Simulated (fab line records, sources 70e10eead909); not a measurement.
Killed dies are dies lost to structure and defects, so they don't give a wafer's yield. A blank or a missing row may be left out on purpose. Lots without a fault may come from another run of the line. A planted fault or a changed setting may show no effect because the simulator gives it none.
fab line records | flow nand_harc
record lots=11 wafers=33 last_day=24
route steps=1159 shown A_SGD_CUT@763 A_SLIT@795 END@1159
lots that met no fault: from a run of the same line without faults
start_h: hours from the record's first day to the start of the lot's first wafer shown | wait_h: hours since the lot's step before | " the same as in the row above | L1.1+2: a row that stands for several wafers | - no value, or no start given | * or withheld: withheld | < > ~ a bound
route shown NAME@n: a module of which the file shows steps, and the number in the route of the first | usual: mean/standard deviation of fault-free wafers | same: alike in all rows | chamber/n: place in a boat | sites: the reading at each site | _std_site: their standard deviation | _edge_site: outer sites' mean less inner sites' | radius_mm: how far each site lies from the wafer's centre | mask NAME#n: copy n | behind: the tool/chamber that last shaped the wafer | hold: why the lot was held/for how many hours/how that ended | device: the transistor (n, p or np) that didn't switch | end of line: the same wafers' tests at the end of the route | a step without rows: its recipe alone | killed: dies lost to structure and defects at the first sort, not the wafer's yield | map: a wafer's dies, x killed, . not, _ none there
set.NAME: the setting as run; set.NAME@STEP: as run at that earlier step | model.NAME: the simulator's own value behind a step, which no gauge read
steps of the route over a sample of lots; a table a step, a row a wafer
services: from which hour (start_h, from the record's first day; less than 0 if before it) a tool's chamber was out of use, for how many hours, and why
## steps
# step NHARC_A_SGD_CUT_ETCH_59
# recipe target_depth_a=2600 over_etch_frac=0.25 time_s=406.25 ion_energy_ev=200 n2_flow_sccm=150 h2_flow_sccm=150 ar_flow_sccm=0 rf_w=400 bias_w=150 chemistry=N2/H2
# usual bias_w=150.0/0.49 chamber_pressure_mTorr=30.00/0.035 drypump_motor_current_A=5.7/0.45 mfc_ar_sccm=0.005/0.0083 oes_product_au=0.999/0.01 rf_vpp_V=431/3.3 showerhead_plenum_p_Torr=2.06/0.12 throttle_valve_pct=14.170/0.0099
# columns lot.wafer tool chamber start_h wait_h bias_w chamber_pressure_mTorr drypump_motor_current_A mfc_ar_sccm oes_product_au rf_hours_counter_h rf_vpp_V showerhead_plenum_p_Torr throttle_valve_pct
L841.2 rie_diel-08 1 - - 149.5 29.99 5.4 0 1.004 2 433 2.17 14.164
L841.4 " 3 " " 149.7 29.97 5.6 0.008 0.991 2 428 1.91 14.170
L841.6 " 1 " " 149.5 29.99 5.4 0 1.011 - 434 2.17 14.181
L839.3 rie_diel-09 3 - - 150.7 30.01 5.8 0.010 0.994 5 436 2.20 14.163
L839.5 " 1 " " 150.0 30.02 6.0 0 0.988 - 432 2.14 14.181
L839.6 " 2 " " 150.3 30.00 6.0 0.024 0.983 - 434 2.19 14.164
L843.1 rie_diel-10 2 - - 150.3 29.97 5.8 0 1.012 18 429 2.00 14.149
L843.4 " 3 " " 149.7 30.03 6.0 0 1.007 20 433 2.18 14.169
L843.6 " 2 " " 150.1 29.99 5.8 0 1.014 - 429 2.00 14.163
L844.2 rie_diel-10 2 - - 150.8 29.98 5.8 0 1.002 18 430 2.00 14.166
L844.1 " 3 " " 149.7 29.91 6.0 0 0.998 20 435 2.18 14.170
L844.6 " 0 " " 150.2 29.97 5.0 0.021 1.016 - 427 1.93 14.153
L845.3 rie_diel-08 1 - - 149.9 29.99 5.4 0 1.011 5 436 2.17 14.161
L845.2 " 3 " " 149.9 30.04 5.6 0.008 0.986 5 427 1.91 14.162
L845.4 " 0 " " 149.8 30.04 6.4 0 0.993 5 433 2.13 14.175
L851.4 rie_diel-08 3 - - 150.3 30.01 5.6 0.008 0.994 7 427 1.91 14.166
L851.3 " 1 " " 150.0 30.03 5.4 0 1.009 7 434 2.17 14.164
L851.5 " 0 " " 150.4 30.03 6.5 0 0.992 - 433 2.12 14.150
L854.2 rie_diel-08 2 - - 150.4 30.01 5.4 0 0.999 10 428 1.88 14.184
L854.4 " 0 " " 149.9 29.97 6.4 0 0.996 9 432 2.12 14.178
L854.5 " 2 " " 151.5 29.96 5.4 0 1.002 - 425 1.88 14.180
L856.4 rie_diel-10 0 - - 150.1 30.04 4.9 0.021 1.007 7 426 1.93 14.166
L856.1 " 1 " " 149.4 29.98 4.9 0 1.025 5 431 2.05 14.164
L856.5 " 0 " " 149.5 29.97 4.9 0.021 1.003 - 426 1.93 14.197
L859.2 rie_diel-09 0 - - 150.2 29.99 6.2 0 1.010 11 427 1.92 14.180
L859.5 " 0 " " 149.6 30.01 6.2 0 1.005 - 428 1.92 14.170
L859.6 " 1 " " 149.3 30.02 6.0 0 1.017 - 433 2.14 14.183
L860.1 rie_diel-08 3 - - 149.8 29.98 5.6 0.008 0.985 13 429 1.91 14.161
L860.3 " 0 " " 150.2 30.06 6.4 0 0.994 12 433 2.12 14.173
L860.5 " 1 " " 149.5 29.96 5.4 0 0.999 - 434 2.17 14.174
L861.1 rie_diel-10 2 - - 149.9 30.06 5.8 0 0.991 9 430 2.00 14.197
L861.5 " 3 " " 148.6 30.02 6.0 0 1.005 - 435 2.18 14.170
L861.6 " 0 " " 149.6 29.99 5.0 0.021 1.008 - 426 1.93 14.175
# step NHARC_A_SLIT_ETCH_15
# recipe target_depth_a=32000 over_etch_frac=0.3 time_s=832 ion_energy_ev=150 o2_flow_sccm=400 cos_flow_sccm=20 ar_flow_sccm=0 rf_w=500 bias_w=300 chemistry=O2/COS
# usual bias_w=300.1/0.83 chamber_pressure_mTorr=20.000/0.02 cos_flow_sccm=20.01/0.06 drypump_motor_current_A=5.8/0.38 mfc_ar_sccm=0.006/0.0061 oes_product_au=0.993/0.0095 rf_vpp_V=314.6/2.1 showerhead_plenum_p_Torr=3.15/0.15 throttle_valve_pct=28.331/0.0086
# columns lot.wafer tool chamber start_h wait_h bias_w chamber_pressure_mTorr cos_flow_sccm drypump_motor_current_A mfc_ar_sccm oes_product_au rf_hours_counter_h rf_vpp_V showerhead_plenum_p_Torr throttle_valve_pct
L839.3 rie_diel-06 3 336.42 - 300.4 19.982 19.91 5.7 0.005 0.989 6 316.7 3.20 28.340
L839.5 " 1 " " 298.1 20.005 20.03 5.6 0 0.981 - 313.0 2.96 28.326
L839.6 " 2 " " 300.1 20.010 20.09 5.8 0.006 0.989 - 315.9 3.29 28.334
L841.4 rie_diel-01 1 336.45 - 300.1 20.049 19.98 6.0 0 0.990 1 314.3 3.18 28.317
L841.2 " 0 " " 299.2 20.004 20.02 6.0 0.014 0.991 1 318.0 3.33 28.323
L841.6 " 1 " " 300.2 19.951 20.03 6.0 0 0.995 - 314.2 3.18 28.328
L843.4 rie_diel-01 2 338.34 - 300.7 19.993 20.06 6.0 0 0.997 2 316.1 3.29 28.326
L843.1 " 0 " " 299.8 20.008 19.98 6.1 0.014 1.002 2 316.9 3.33 28.314
L843.6 " 2 " " 300.1 19.990 19.95 6.0 0 0.989 - 316.8 3.29 28.338
L844.1 rie_diel-06 2 342.32 - 300.5 20.019 20.01 5.8 0.006 1.003 7 316.9 3.29 28.324
L844.2 " 3 " " 299.9 19.992 19.96 5.7 0.005 1.004 7 316.4 3.20 28.333
L844.6 " 2 " " 299.7 19.991 19.87 5.8 0.006 0.998 - 316.5 3.29 28.326
L845.3 rie_diel-01 3 369.07 - 299.9 20.037 20.08 5.9 0 0.998 4 310.7 2.91 28.321
L845.2 " 0 " " 300.2 19.964 20.08 6.1 0.014 1.001 4 318.4 3.33 28.323
L845.4 " 1 " " 298.9 19.999 19.94 6.0 0 0.980 3 315.4 3.18 28.323
L851.4 rie_diel-01 0 392.95 - 299.9 20.030 20.03 6.1 0.014 0.997 6 315.2 3.33 28.338
L851.3 " 1 " " 298.9 20.001 20.02 6.0 0 0.978 6 313.8 3.18 28.336
L851.5 " 3 " " 301.3 19.984 19.99 5.9 0 1.003 - 311.1 2.91 28.332
L854.4 rie_diel-01 0 418.27 - 301.6 20.022 20.02 6.1 0.014 0.850 9 315.9 3.33 28.331
L854.2 " 2 " " 300.8 20.010 20.04 6.1 0 0.843 8 316.4 3.29 28.322
L854.5 " 0 " " 300.2 20.015 19.96 6.1 0.014 0.998 - 316.8 3.33 28.329
L856.1 rie_diel-01 0 420.21 - 301.0 19.995 20.11 6.1 0.014 0.997 10 316.2 3.33 28.337
L856.4 " 1 " " 300.9 20.008 19.88 6.0 0 0.826 9 315.4 3.17 28.337
L856.5 " 0 " " 299.0 20.024 20.07 6.1 0.014 0.995 - 316.7 3.33 28.352
L859.2 rie_diel-01 2 430.08 - 299.7 19.984 20.03 6.0 0 0.846 9 316.6 3.29 28.333
L859.5 " 3 " " 299.5 19.991 20.02 5.9 0 0.998 - 310.7 2.90 28.331
L859.6 " 0 " " 299.6 20.002 20.04 6.1 0.014 0.844 - 315.9 3.33 28.326
L860.3 rie_diel-13 3 449.39 - 298.7 19.959 20.06 5.8 0.004 0.990 7 316.0 3.18 28.329
L860.1 " 0 " " 298.1 20.031 19.96 4.6 0 1.010 7 314.1 3.09 28.339
L860.5 " 1 " " 298.4 19.975 19.97 5.9 0.010 0.999 - 314.2 3.11 28.326
L861.1 rie_diel-06 2 461.39 - 300.5 19.980 20.06 5.8 0.006 0.994 3 316.9 3.29 28.323
L861.5 " 2 " " 300.4 20.049 20.00 5.8 0.006 0.994 - 316.3 3.29 28.337
L861.6 " 0 " " 301.1 19.992 19.95 5.4 0.017 0.977 - 312.2 2.93 28.330
# step NHARC_A_SLIT_ETCH_17
# recipe bias_v=900 source_w=withheld pressure_mtorr=20 ar_flow_sccm=375 c4f8_flow_sccm=83.3 o2_flow_sccm=41.7 time_s=1687.5 target_depth_a=1.01e+05 chemistry=C4F8/O2/Ar
# usual chamber_pressure_mTorr=19.999/0.019 drypump_motor_current_A=5.6/0.54 mfc_ar_sccm=375.1/1.1 showerhead_plenum_p_Torr=3.68/0.062 throttle_valve_pct=32.045/0.0088
# columns lot.wafer tool chamber start_h wait_h chamber_pressure_mTorr drypump_motor_current_A mfc_ar_sccm rf_hours_counter_h showerhead_plenum_p_Torr throttle_valve_pct
L839.3 har_etch-02 0 337.64 - 20.004 5.0 376.3 - 3.70 32.044
L839.6 " 1 " " 19.980 6.4 375.0 - 3.62 32.051
L839.5 " 0 " " 20.015 5.0 374.2 - 3.70 32.048
L841.2 har_etch-01 0 338.13 - 19.997 5.2 375.5 10 3.66 32.033
L841.4 " 1 " " 20.021 5.7 376.2 - 3.78 32.044
L841.6 " 1 " " 20.025 5.7 376.9 - 3.78 32.025
L843.1 har_etch-01 0 340.03 - 20.002 5.2 375.5 11 3.66 32.055
L843.4 " 1 " " 19.995 5.6 375.4 - 3.78 32.058
L843.6 " 1 " " 20.005 5.7 375.3 - 3.78 32.040
L844.1 har_etch-02 1 342.91 - 20.014 6.4 373.1 180 3.61 32.042
L844.2 " 0 " " 19.992 5.0 376.2 180 3.70 32.033
L844.6 " 1 " " 19.990 6.4 372.8 - 3.61 32.051
L845.2 har_etch-02 0 369.67 - 20.005 5.0 376.1 190 3.70 32.032
L845.3 " 0 " " 20.007 5.0 375.6 - 3.70 32.046
L845.4 " 1 " " 20.008 6.4 374.2 - 3.61 32.047
L851.4 har_etch-02 0 393.99 - 19.984 5.0 373.4 - 3.69 32.026
L851.3 " 1 " " 19.995 6.4 374.1 - 3.60 32.052
L851.5 " 0 " " 20.037 5.0 374.5 - 3.69 32.047
L854.2 har_etch-02 0 418.81 - 19.988 5.0 374.2 213 3.68 32.049
L854.4 " 1 " " 20.012 6.4 374.2 - 3.60 32.039
L854.5 " 1 " " 20.017 6.4 375.1 - 3.60 32.057
L856.1 har_etch-01 1 420.76 - 20.015 5.7 376.9 50 3.76 32.030
L856.4 " 0 " " 19.973 5.2 375.1 - 3.64 32.044
L856.5 " 0 " " 19.988 5.1 376.3 - 3.63 32.053
L859.2 har_etch-01 0 431.68 - 20.029 5.2 375.0 53 3.63 32.042
L859.5 " 0 432.68 - 20.002 5.2 375.4 - 3.63 32.035
L859.6 " 1 " " 20.024 5.7 375.0 - 3.76 32.025
L860.1 har_etch-01 1 450.11 - 19.948 5.7 375.6 62 3.76 32.048
L860.3 " 1 " " 20.034 5.6 374.0 - 3.75 32.052
L860.5 " 0 " " 19.991 5.2 375.6 - 3.63 32.032
L861.1 har_etch-01 1 464.47 - 19.996 5.7 373.2 68 3.75 32.039
L861.6 " 1 465.47 - 19.990 5.6 373.7 - 3.75 32.054
L861.5 " 0 " " 20.015 5.2 374.6 - 3.63 32.057
# step NHARC_A_SLIT_CD_MEAS_21
# usual cd_nm=289.5/0.95
# columns lot.wafer tool chamber start_h wait_h cd_nm
L839.3 cd_sem-01 - 339.61 0.1 289.0
L839.5 " - " " 287.9
L839.6 " - " " 288.2
L841.2 cd_sem-01 - 340.76 - 289.9
L841.4 " - " " 291.2
L841.6 " - " " 290.5
L843.1 cd_sem-03 - 342.41 - 289.4
L843.4 " - " " 290.0
L843.6 " - " " 288.4
L844.1 cd_sem-02 - 345.55 - 288.2
L844.2 " - " " 288.7
L844.6 " - " " 289.0
L845.2 cd_sem-02 - 372.29 - 288.1
L845.3 " - " " 289.0
L845.4 " - " " 289.2
L851.3 cd_sem-02 - 396.33 - 291.7
L851.4 " - " " 290.7
L851.5 " - " " 291.2
L854.2 cd_sem-03 - 421.40 - 290.4
L854.4 " - " " 289.2
L854.5 " - " " 290.6
L856.1 cd_sem-02 - 423.40 - 288.5
L856.4 " - " " 288.8
L856.5 " - " " 289.6
L859.2 cd_sem-03 - 434.33 - 288.9
L859.5 " - " " 288.6
L859.6 " - " " 289.7
L860.1 cd_sem-03 - 452.79 - 289.5
L860.3 " - " " 290.9
L860.5 " - " " 290.6
L861.1 cd_sem-03 - 467.12 - 289.3
L861.5 " - " " 289.9
L861.6 " - " " 289.2
# step NHARC_END_SORT_01
# recipe temp_c=25
# usual killed_at_array=29/11 killed_at_other=0.7/1.1 killed_at_periphery=3.1/2 killed_dies=33/11 killed_open=3.5/1.8 killed_short=2.0/1.4
# same gross_dies=677
# columns lot.wafer tool chamber start_h wait_h killed_at_array killed_at_other killed_at_periphery killed_dies killed_open killed_short
L851.3 prober-02 0 519.80 3.1 28 0 2 30 3 3
L851.4 prober-02 0 520.60 3.4 34 0 1 35 3 5
L851.5 prober-02 0 521.41 3.7 39 1 0 40 2 4
L854.2 prober-01 0 547.38 2.8 513 0 4 517 2 1
L854.4 prober-01 0 548.99 3.4 549 0 6 555 5 1
L854.5 prober-01 0 549.80 3.7 41 0 5 46 1 2
L859.2 prober-02 0 554.59 2.8 505 2 2 509 4 2
L859.5 prober-02 0 556.96 3.7 18 0 4 22 4 0
L859.6 prober-02 0 557.74 3.9 529 2 4 535 4 2
L856.1 prober-02 0 561.53 2.5 19 2 2 23 5 3
L856.4 prober-02 0 563.93 3.4 480 0 0 480 1 1
L856.5 prober-02 0 564.73 3.7 15 1 2 18 1 1
# killed by level:class
L851.3 A_SLIT:chamber_film_flake=12 A_CHANNEL_HOLE_D1:chamber_film_flake=4 A_STAIRCASE:chamber_film_flake=4 A_SGD_CUT:geometric_particle:short=2 A_CONTACT:chamber_film_flake=2 P_CONTACT:geometric_particle:open=1 A_CHANNEL_HOLE_D1:geometric_particle:open=1 A_CHANNEL_FILL_D1:geometric_particle:short=1
L851.4 A_SLIT:chamber_film_flake=13 A_STAIRCASE:chamber_film_flake=8 A_CHANNEL_HOLE_D1:chamber_film_flake=3 A_WL_FILL:chamber_film_flake=2 P_CONTACT:geometric_particle:open=1 A_ONON_D1:geometric_particle:short=1 A_ONON_D1:geometric_particle:open=1 A_SGD_CUT:geometric_particle:short=1
L851.5 A_SLIT:chamber_film_flake=18 A_STAIRCASE:chamber_film_flake=8 A_CHANNEL_HOLE_D1:chamber_film_flake=6 A_CHANNEL_FILL_D1:geometric_particle:short=2 A_SGD_CUT:geometric_particle:short=2 A_CHANNEL_HOLE_D1:geometric_particle:open=1 A_SGD_CUT:geometric_particle:open=1 A_CONTACT:chamber_film_flake=1
L854.2 A_SLIT:area_etch=454 A_CHANNEL_HOLE_D1:chamber_film_flake=25 A_STAIRCASE:chamber_film_flake=15 A_SLIT:chamber_film_flake=12 P_GATE:chamber_film_flake=2 A_WL_FILL:geometric_particle:short=1 A_CONTACT:geometric_particle:open=1 A_BLC:geometric_particle:open=1
L854.4 A_SLIT:area_etch=492 A_CHANNEL_HOLE_D1:chamber_film_flake=23 A_SLIT:chamber_film_flake=15 A_STAIRCASE:chamber_film_flake=9 A_CHANNEL_FILL_D1:geometric_particle:open=3 A_CONTACT:chamber_film_flake=3 P_STI:chamber_film_flake=2 P_M1:chamber_film_flake=2
L854.5 A_CHANNEL_HOLE_D1:chamber_film_flake=12 A_SLIT:chamber_film_flake=12 A_STAIRCASE:chamber_film_flake=8 P_STI:chamber_film_flake=3 A_CONTACT:chamber_film_flake=2 A_WL_FILL:geometric_particle:short=1 A_M0:geometric_particle:short=1 A_M0:geometric_particle:open=1
L859.2 A_SLIT:area_etch=484 A_CHANNEL_HOLE_D1:chamber_film_flake=6 A_CONTACT:chamber_film_flake=6 A_STAIRCASE:chamber_film_flake=4 A_CHANNEL_FILL_D1:geometric_particle:short=2 THIN_TSV:chamber_film_flake=2 P_CONTACT:geometric_particle:open=1 A_CHANNEL_FILL_D1:geometric_particle:open=1
L859.5 A_STAIRCASE:chamber_film_flake=9 A_CHANNEL_HOLE_D1:chamber_film_flake=4 P_GATE:chamber_film_flake=2 A_CONTACT:chamber_film_flake=2 P_M0:geometric_particle:open=1 A_BLC:geometric_particle:open=1 A_M0:geometric_particle:open=1 A_BONDPAD:geometric_particle:open=1
L859.6 A_SLIT:area_etch=500 A_CHANNEL_HOLE_D1:chamber_film_flake=9 A_STAIRCASE:chamber_film_flake=7 A_CONTACT:chamber_film_flake=4 A_CHANNEL_FILL_D1:geometric_particle:open=2 A_CHANNEL_FILL_D1:chamber_film_flake=2 THIN_TSV:chamber_film_flake=1 P_M1:geometric_particle:open=1
L856.1 A_CHANNEL_HOLE_D1:chamber_film_flake=6 A_STAIRCASE:chamber_film_flake=5 A_CHANNEL_FILL_D1:geometric_particle:open=3 A_M0:geometric_particle:short=2 THIN_TSV:chamber_film_flake=2 P_GATE:geometric_particle:open=1 A_ONON_D1:geometric_particle:open=1 A_ONON_D1:geometric_particle:short=1
L856.4 A_SLIT:area_etch=472 A_CHANNEL_HOLE_D1:chamber_film_flake=3 A_STAIRCASE:chamber_film_flake=3 A_CHANNEL_FILL_D1:geometric_particle:open=1 A_CONTACT:geometric_particle:short=1
L856.5 A_CHANNEL_HOLE_D1:chamber_film_flake=10 P_GATE:chamber_film_flake=2 A_STAIRCASE:chamber_film_flake=2 A_BLC:geometric_particle:open=1 A_M0:geometric_particle:short=1 A_ZERO_WELL:chamber_film_flake=1 THIN_TSV:chamber_film_flake=1
## services
# columns tool chamber start_h hours kind
har_etch-01 - 306.66 17.0 pm
rie_diel-01 - 314.92 9.0 pm
rie_diel-09 2 321.92 1.5 repair
rie_diel-10 0 335.52 4.1 repair
rie_diel-08 3 342.73 6.7 repair
rie_diel-13 3 344.20 15.7 repair
rie_diel-10 - 353.50 9.0 pm
rie_diel-06 2 367.39 9.9 repair
rie_diel-09 3 371.55 1.4 repair
rie_diel-13 0 373.37 1.5 repair
rie_diel-08 0 379.71 1.7 repair
rie_diel-13 - 385.92 1.1 repair
rie_diel-10 1 388.27 5.3 repair
rie_diel-09 - 395.36 0.7 repair
rie_diel-06 - 418.20 9.0 pm
rie_diel-13 1 424.35 4.3 repair
rie_diel-09 - 431.36 9.0 pm
rie_diel-06 3 435.49 3.0 repair
rie_diel-08 0 442.76 4.8 repair
rie_diel-13 2 446.51 4.8 repair
rie_diel-13 - 453.00 9.0 pm
rie_diel-10 1 459.71 2.5 repair
rie_diel-06 1 459.81 8.5 repair
rie_diel-09 0 460.45 2.6 repair
## key
first_sign step=NHARC_A_SLIT_ETCH_15 reading=oes_product_au direction=down sigmas=16 usual=0.993 struck=0.842
effect step=NHARC_END_SORT_01 reading=killed_dies direction=up sigmas=46 usual=33 struck=519
more_kills_born_at NHARC_A_SLIT_ETCH_15@rie_diel-01=2402
met_at NHARC_A_SLIT_ETCH_15
struck_lots L854,L856,L859
struck_wafers L854.2,L854.4,L856.4,L859.2,L859.6
later_rows_left_out L854.2,L854.4,L856.4,L859.2,L859.6
tester_left_out L854,L856,L859
not_acting_at NHARC_A_SGD_CUT_ETCH_59,NHARC_A_SLIT_ETCH_17,NHARC_A_SLIT_CD_MEAS_21
onset_between 392.95 418.27
fault kind=process_parameter_drift tool=rie_diel-01 chamber=- onset_h=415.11 steps=NHARC_A_SLIT_ETCH_15 channel=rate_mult offset=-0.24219 shape=step end_h=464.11 scope=struck_wafers_only
# tester_left_out: of these lots the tester's yield and bins aren't shown, on N5 and GAA mostly nor the transistor test; their killed dies are dies lost to structure and defects alone, not to doping, threshold or leakage, so they don't give the yield
# later_rows_left_out: the simulator's readings of these wafers behind a module that went badly wrong aren't trusted and aren't shown, but for the sort
